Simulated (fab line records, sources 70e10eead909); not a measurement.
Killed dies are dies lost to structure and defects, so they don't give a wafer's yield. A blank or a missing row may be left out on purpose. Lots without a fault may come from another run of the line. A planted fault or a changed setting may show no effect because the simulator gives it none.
fab line records | flow nand_harc
record lots=6 wafers=18 last_day=33
route steps=1302 shown A_DECK1_JOINT@530 END@1302
lots that met no fault: from a run of the same line without faults
start_h: hours from the record's first day to the start of the lot's first wafer shown | wait_h: hours since the lot's step before | " the same as in the row above | L1.1+2: a row that stands for several wafers | - no value, or no start given | * or withheld: withheld | < > ~ a bound
route shown NAME@n: a module of which the file shows steps, and the number in the route of the first | usual: mean/standard deviation of fault-free wafers | same: alike in all rows | chamber/n: place in a boat | sites: the reading at each site | _std_site: their standard deviation | _edge_site: outer sites' mean less inner sites' | radius_mm: how far each site lies from the wafer's centre | mask NAME#n: copy n | behind: the tool/chamber that last shaped the wafer | hold: why the lot was held/for how many hours/how that ended | device: the transistor (n, p or np) that didn't switch | end of line: the same wafers' tests at the end of the route | a step without rows: its recipe alone | killed: dies lost to structure and defects at the first sort, not the wafer's yield | map: a wafer's dies, x killed, . not, _ none there
set.NAME: the setting as run; set.NAME@STEP: as run at that earlier step | model.NAME: the simulator's own value behind a step, which no gauge read
lots at some steps of the route; a table a step, a row a wafer
services: from which hour (start_h, from the record's first day; less than 0 if before it) a tool's chamber was out of use, for how many hours, and why
## steps
# step NHARC_A_DECK1_JOINT_ETCHBACK_00
# recipe target_depth_a=300 time_s=17.4 hbr_flow_sccm=150 rf_w=350 icp_w=350 bias_w=60 chemistry=HBr
# usual bias_w=60.01/0.18 drypump_motor_current_A=5.7/0.46 oes_product_au=0.997/0.012 throttle_valve_pct=23.266/0.0086
# columns lot.wafer tool chamber start_h wait_h bias_w drypump_motor_current_A oes_product_au rf_hours_counter_h throttle_valve_pct
L740.2 rie_si-05 0 252.78 0.1 59.97 6.5 0.994 0.9 23.271
L740.4 " 2 " " 60.02 6.6 0.982 1.0 23.264
L740.1 " 3 " " 60.00 5.9 0.986 0.9 23.261
L744.1 rie_si-04 0 287.23 0.1 60.09 5.2 1.008 0.7 23.263
L744.2 " 1 " " 59.66 5.2 1.007 0.7 23.258
L744.6 " 0 " " 59.77 5.2 0.997 - 23.262
L750.4 rie_si-05 1 358.75 0.1 60.01 5.9 0.998 0.3 23.260
L750.3 " 2 " " 60.10 6.6 1.000 0.4 23.264
L750.6 " 0 " " 59.99 6.5 1.006 - 23.251
L752.1 rie_si-04 2 367.37 0.1 60.16 5.6 0.988 0.1 23.274
L752.4 " 0 " " 60.18 5.2 1.004 0.1 23.243
L752.6 " 2 " " 60.22 5.6 0.995 - 23.249
L755.1 rie_si-04 2 400.22 0.1 60.17 5.6 0.993 0.2 23.259
L755.4 " 3 " " 59.72 5.3 1.000 0.2 23.264
L755.3 " 1 " " 59.89 5.2 1.031 0.2 23.281
L761.3 rie_si-04 3 465.65 0.1 59.94 5.3 0.980 0.8 23.270
L761.6 " 0 " " 60.16 5.2 0.992 - 23.268
L761.5 " 3 " " 60.39 5.3 0.977 - 23.262
# step NHARC_A_DECK1_JOINT_PRECLEAN_30
# recipe time_s=* temp_c=50 bath_age_min=0 chemistry=SC1
# step NHARC_A_DECK1_JOINT_SRD_31
# step NHARC_A_DECK1_JOINT_CVD_34
# recipe target_thk_a=200 temp_c=700 pressure_mtorr=300 material=SiNx
# step NHARC_A_DECK1_JOINT_DEP_06
# recipe target_thk_a=800 temp_c=65 material=SiOx
# step NHARC_A_DECK1_JOINT_CURE_26
# recipe temp_c=150 time_s=32 pressure_atm=0.395
# step NHARC_A_DECK1_JOINT_ANNEAL_27
# recipe temp_c=400 time_s=3600 idle_temp_c=300 ramp_up_c_per_min=10 densification_p_h2o_torr=640
# step NHARC_A_DECK1_JOINT_ANNEAL_28
# recipe temp_c=500 time_s=1800 idle_temp_c=400 ramp_up_c_per_min=10 densification_p_h2o_torr=640
# step NHARC_A_DECK1_JOINT_ANNEAL_29
# recipe temp_c=750 time_s=1800 idle_temp_c=500 ramp_up_c_per_min=10 ramp_down_c_per_min=3
# step NHARC_A_DECK1_JOINT_CMP_02
# recipe material=SiOx
# usual motor_current_A=11.5/1.2
# columns lot.wafer tool chamber start_h wait_h motor_current_A
L740.2 cmp-02 2 276.76 0.5 12.2
L740.1 " 3 " " 10.8
L740.4 " 0 " " 12.4
L744.1 cmp-03 0 313.60 0.4 12.2
L744.2 " 1 " " 12.8
L744.6 " 3 " " 11.2
L750.4 cmp-03 0 380.63 0.4 11.9
L750.3 " 3 " " 12.1
L750.6 " 0 " " 11.5
L752.4 cmp-01 0 394.83 0.4 9.0
L752.1 " 2 " " 10.9
L752.6 " 0 " " 9.6
L755.4 cmp-02 1 422.51 0.4 12.6
L755.1 " 3 " " 11.0
L755.3 " 0 " " 12.3
L761.3 cmp-02 2 487.02 0.4 11.7
L761.5 " 0 " " 12.7
L761.6 " 1 " " 12.9
# step NHARC_A_DECK1_JOINT_SRD_15
# step NHARC_A_DECK1_JOINT_DEP_16
# recipe target_thk_a=450 temp_c=400 pressure_torr=6.5 rf_w=900 teos_flow_sccm=161.4 flow_sccm=2650 target_thk_nm=45 gas=O2 material=SiO2
# usual heater_power_w=531/110 mfc_precursor_sccm=161.4/0.5 throttle_valve_pct=16.2/0.44
# columns lot.wafer tool chamber start_h wait_h heater_power_w mfc_precursor_sccm throttle_valve_pct
L740.1 pecvd-02 0 277.15 0.1 316 161.8 16.2
L740.2 " 1 " " 550 161.8 16.5
L740.4 " 1 " " 543 162.1 16.8
L744.2 pecvd-03 1 313.97 0.1 426 161.3 16.7
L744.1 " 2 " " 471 161.5 15.7
L744.6 " 0 " " 614 160.7 16.6
L750.3 pecvd-03 0 381.02 0.1 547 162.2 16.5
L750.6 " 0 " " 562 162.0 16.3
L750.4 " 1 " " 405 161.7 15.9
L752.1 pecvd-03 1 395.25 0.1 473 160.7 16.0
L752.6 " 0 " " 524 160.9 16.5
L752.4 " 1 " " 471 160.8 16.1
L755.1 pecvd-02 2 422.90 0.1 737 160.4 15.8
L755.3 " 1 " " 537 161.6 16.3
L755.4 " 1 " " 540 161.2 16.2
L761.3 pecvd-04 1 487.42 0.1 441 161.5 15.4
L761.6 " 2 " " 501 161.2 15.8
L761.5 " 1 " " 440 161.8 15.5
# step NHARC_A_DECK1_JOINT_THK_MEAS_17
# recipe thk_meas_gauge=ellipsometry
# usual thk_nm=44.8/1.1
# columns lot.wafer tool chamber start_h wait_h hold thk_nm
L740.1 film_metro-02 - 277.43 0.3 - 43.6
L740.2 " - " " - 45.7
L740.4 " - " " - 46.7
L744.1 film_metro-02 - 314.25 0.2 - 43.7
L744.2 " - " " - 43.6
L744.6 " - " " - 46.7
L750.3 film_metro-01 - 381.29 0.3 await_dispo/0.2h/release 28.8
L750.4 " - " " await_dispo/0.2h/release 29.5
L750.6 " - " " await_dispo/0.2h/release 29.0
L750.3 film_metro-01 - 381.47 0.2 - 29.6
L750.4 " - " " - 30.6
L750.6 " - " " - 30.4
L752.1 film_metro-01 - 395.50 0.2 await_dispo/0.2h/release 29.4
L752.4 " - " " await_dispo/0.2h/release 29.0
L752.6 " - " " await_dispo/0.2h/release 29.7
L752.1 film_metro-01 - 395.67 0.2 - 28.9
L752.4 " - " " - 27.4
L752.6 " - " " - 29.9
L755.1 film_metro-01 - 423.18 0.2 - 45.8
L755.3 " - " " - 41.5
L755.4 " - " " - 44.9
L761.3 film_metro-02 - 487.65 0.2 - 44.8
L761.5 " - " " - 45.8
L761.6 " - " " - 45.2
# step NHARC_A_DECK1_JOINT_INSPECT_05
# usual raw_defect_count=320/130
# columns lot.wafer tool chamber start_h wait_h hold raw_defect_count
L740.1 defect_inspect-02 - 277.47 0.0 - 105
L740.2 " - " " - 178
L740.4 " - " " - 209
L744.1 defect_inspect-02 - 314.29 0.0 - 279
L744.2 " - " " - 324
L744.6 " - " " - 353
L750.3 defect_inspect-02 - 386.84 5.4 await_dispo/5.3h/release 377
L750.4 " - " " await_dispo/5.3h/release 516
L750.6 " - " " await_dispo/5.3h/release 637
L752.1 defect_inspect-02 - 408.77 13.1 await_dispo/13.1h/release 144
L752.4 " - " " await_dispo/13.1h/release 135
L752.6 " - " " await_dispo/13.1h/release 468
L755.1 defect_inspect-02 - 423.21 0.0 - 290
L755.3 " - " " - 247
L755.4 " - " " - 413
L761.3 defect_inspect-01 - 487.68 0.0 - 264
L761.5 " - " " - 320
L761.6 " - " " - 244
# step NHARC_END_SORT_01
# recipe temp_c=25
# usual killed_at_array=46/16 killed_at_other=0.9/1.3 killed_at_periphery=4.1/3 killed_dies=51/17 killed_open=3.5/1.8 killed_short=2.5/1.8
# same gross_dies=677
# columns lot.wafer tool chamber start_h wait_h killed_at_array killed_at_other killed_at_periphery killed_dies killed_open killed_short
L740.1 prober-02 0 580.01 2.5 16 2 4 22 1 4
L740.2 prober-02 0 580.80 2.8 20 1 13 34 1 3
L740.4 prober-02 0 582.40 3.4 16 0 10 26 5 2
L750.3 prober-01 0 669.72 3.1 66 0 2 68 7 1
L750.4 prober-01 0 670.53 3.4 49 0 2 51 3 1
L750.6 prober-01 0 672.14 4.0 51 0 2 53 5 1
L752.1 prober-01 0 689.88 2.5 39 0 10 49 2 2
L752.4 prober-01 0 692.27 3.4 32 2 7 41 4 1
L752.6 prober-01 0 693.86 4.0 34 2 8 44 8 4
L761.3 prober-02 0 784.70 3.1 35 4 1 40 4 2
L761.5 prober-02 0 786.28 3.7 45 0 4 49 5 2
L761.6 prober-02 0 787.07 4.0 54 1 8 63 4 2
# killed by level:class
L740.1 A_CHANNEL_HOLE_D2:chamber_film_flake=5 P_BONDPAD:chamber_film_flake=3 A_ONON_D1:geometric_particle:short=2 A_STAIRCASE:chamber_film_flake=2 A_CONTACT:chamber_film_flake=2 THIN_TSV:chamber_film_flake=2 A_ONON_D2:geometric_particle:open=1 A_CHANNEL_HOLE_D2:geometric_particle:short=1
L740.2 A_CHANNEL_HOLE_D2:chamber_film_flake=7 P_M1:chamber_film_flake=7 A_CHANNEL_FILL_D1:chamber_film_flake=3 A_STAIRCASE:chamber_film_flake=3 P_STI:chamber_film_flake=2 P_BONDPAD:chamber_film_flake=2 A_DECK1_JOINT:geometric_particle:short=1 A_ONON_D2:geometric_particle:open=1
L740.4 P_M1:chamber_film_flake=4 P_BONDPAD:chamber_film_flake=4 A_CHANNEL_HOLE_D2:chamber_film_flake=4 A_STAIRCASE:chamber_film_flake=2 A_WL_FILL:chamber_film_flake=2 A_CONTACT:chamber_film_flake=2 P_CONTACT:geometric_particle:open=1 P_M1:geometric_particle:open=1
L750.3 A_SLIT:chamber_film_flake=31 A_CHANNEL_HOLE_D1:chamber_film_flake=24 A_M0:geometric_particle:open=3 A_STAIRCASE:chamber_film_flake=3 A_CHANNEL_HOLE_D2:chamber_film_flake=2 P_M0:geometric_particle:open=1 P_M1:geometric_particle:open=1 A_DECK1_JOINT:geometric_particle:open=1
L750.4 A_CHANNEL_HOLE_D1:chamber_film_flake=29 A_SLIT:chamber_film_flake=17 P_GATE:geometric_particle:open=1 P_CONTACT:geometric_particle:short=1 A_ONON_D1:geometric_particle:open=1 A_CHANNEL_FILL_D1:geometric_particle:open=1 A_STAIRCASE:chamber_film_flake=1
L750.6 A_CHANNEL_HOLE_D1:chamber_film_flake=27 A_SLIT:chamber_film_flake=18 A_CHANNEL_HOLE_D2:geometric_particle:open=3 P_M0:geometric_particle:open=1 A_CHANNEL_FILL_D2:geometric_particle:short=1 A_M0:geometric_particle:open=1 P_GATE:chamber_film_flake=1 A_STAIRCASE:chamber_film_flake=1
L752.1 A_CHANNEL_HOLE_D2:chamber_film_flake=16 A_CHANNEL_HOLE_D1:chamber_film_flake=8 P_GATE:chamber_film_flake=4 P_M1:chamber_film_flake=4 A_M1:chamber_film_flake=4 A_WL_FILL:chamber_film_flake=3 A_SLIT:chamber_film_flake=2 P_CONTACT:geometric_particle:open=1
L752.4 A_CHANNEL_HOLE_D2:chamber_film_flake=12 P_M1:chamber_film_flake=4 A_CHANNEL_HOLE_D1:chamber_film_flake=4 A_M1:chamber_film_flake=4 A_STAIRCASE:chamber_film_flake=2 A_WL_FILL:chamber_film_flake=2 A_CONTACT:chamber_film_flake=2 HYBRID_BOND:chamber_film_flake=2
L752.6 A_CHANNEL_HOLE_D2:chamber_film_flake=15 A_CHANNEL_HOLE_D1:chamber_film_flake=8 P_M0:geometric_particle:open=4 P_M1:chamber_film_flake=2 A_SLIT:chamber_film_flake=2 A_WL_FILL:chamber_film_flake=2 A_M1:chamber_film_flake=2 P_M0:geometric_particle:short=1
L761.3 A_SLIT:chamber_film_flake=15 A_CONTACT:chamber_film_flake=7 THIN_TSV:chamber_film_flake=4 A_STAIRCASE:chamber_film_flake=4 A_BLC:geometric_particle:open=2 A_CHANNEL_HOLE_D1:unspecified=2 A_SOURCE_PLATE:geometric_particle:short=1 A_CHANNEL_FILL_D2:geometric_particle:open=1
L761.5 A_SLIT:chamber_film_flake=19 A_CONTACT:chamber_film_flake=7 A_CHANNEL_HOLE_D1:chamber_film_flake=5 A_M0:chamber_film_flake=4 A_STAIRCASE:chamber_film_flake=3 A_CHANNEL_HOLE_D2:geometric_particle:open=2 P_CONTACT:geometric_particle:open=1 A_CHANNEL_FILL_D1:geometric_particle:open=1
L761.6 A_SLIT:chamber_film_flake=25 A_CONTACT:chamber_film_flake=14 A_M0:chamber_film_flake=6 P_CONTACT:chamber_film_flake=3 A_CHANNEL_HOLE_D1:unspecified=3 A_ONON_D1:geometric_particle:short=2 P_GATE:chamber_film_flake=2 P_M0:geometric_particle:open=1
## services
# columns tool chamber start_h hours kind
cmp-02 - 232.63 4.0 pm
cmp-02 - 237.90 0.4 repair
pecvd-02 1 254.12 22.1 repair
rie_si-04 2 255.06 5.7 repair
cmp-03 - 260.00 4.0 pm
cmp-03 - 276.08 1.1 repair
cmp-02 - 287.16 1.3 repair
cmp-03 - 303.39 1.5 repair
rie_si-05 - 305.00 9.0 pm
pecvd-02 - 316.58 1.1 repair
cmp-02 - 330.63 4.0 pm
rie_si-04 - 342.00 9.0 pm
pecvd-03 - 354.80 0.8 repair
cmp-03 - 358.00 4.0 pm
rie_si-05 1 366.29 8.3 repair
pecvd-03 - 366.47 13.0 pm
pecvd-03 0 387.86 3.3 repair
rie_si-04 - 398.15 1.2 repair
pecvd-02 - 408.14 13.0 pm
cmp-02 - 428.63 4.0 pm
pecvd-03 - 443.89 1.1 repair
cmp-03 - 456.02 4.0 pm
rie_si-04 2 459.69 12.7 repair
pecvd-02 1 461.45 2.0 repair
## key
first_sign step=NHARC_A_DECK1_JOINT_THK_MEAS_17 reading=visit direction=added
effect step=NHARC_A_DECK1_JOINT_THK_MEAS_17 reading=thk_nm direction=down sigmas=14 usual=44.8 struck=29.2
met_at NHARC_A_DECK1_JOINT_DEP_16
struck_wafers L750.3,L750.4,L750.6,L752.1,L752.4,L752.6
tester_left_out L750,L752
onset_between 313.97 381.02
fault kind=process_parameter_drift tool=pecvd-03 chamber=- onset_h=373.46 steps=NHARC_A_DECK1_JOINT_DEP_16 channel=target_thk_nm offset=-15.541 shape=step end_h=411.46 acts_in=these_recipes_only stated=45
# tester_left_out: of these lots the tester's yield and bins aren't shown, on N5 and GAA mostly nor the transistor test; their killed dies are dies lost to structure and defects alone, not to doping, threshold or leakage, so they don't give the yield
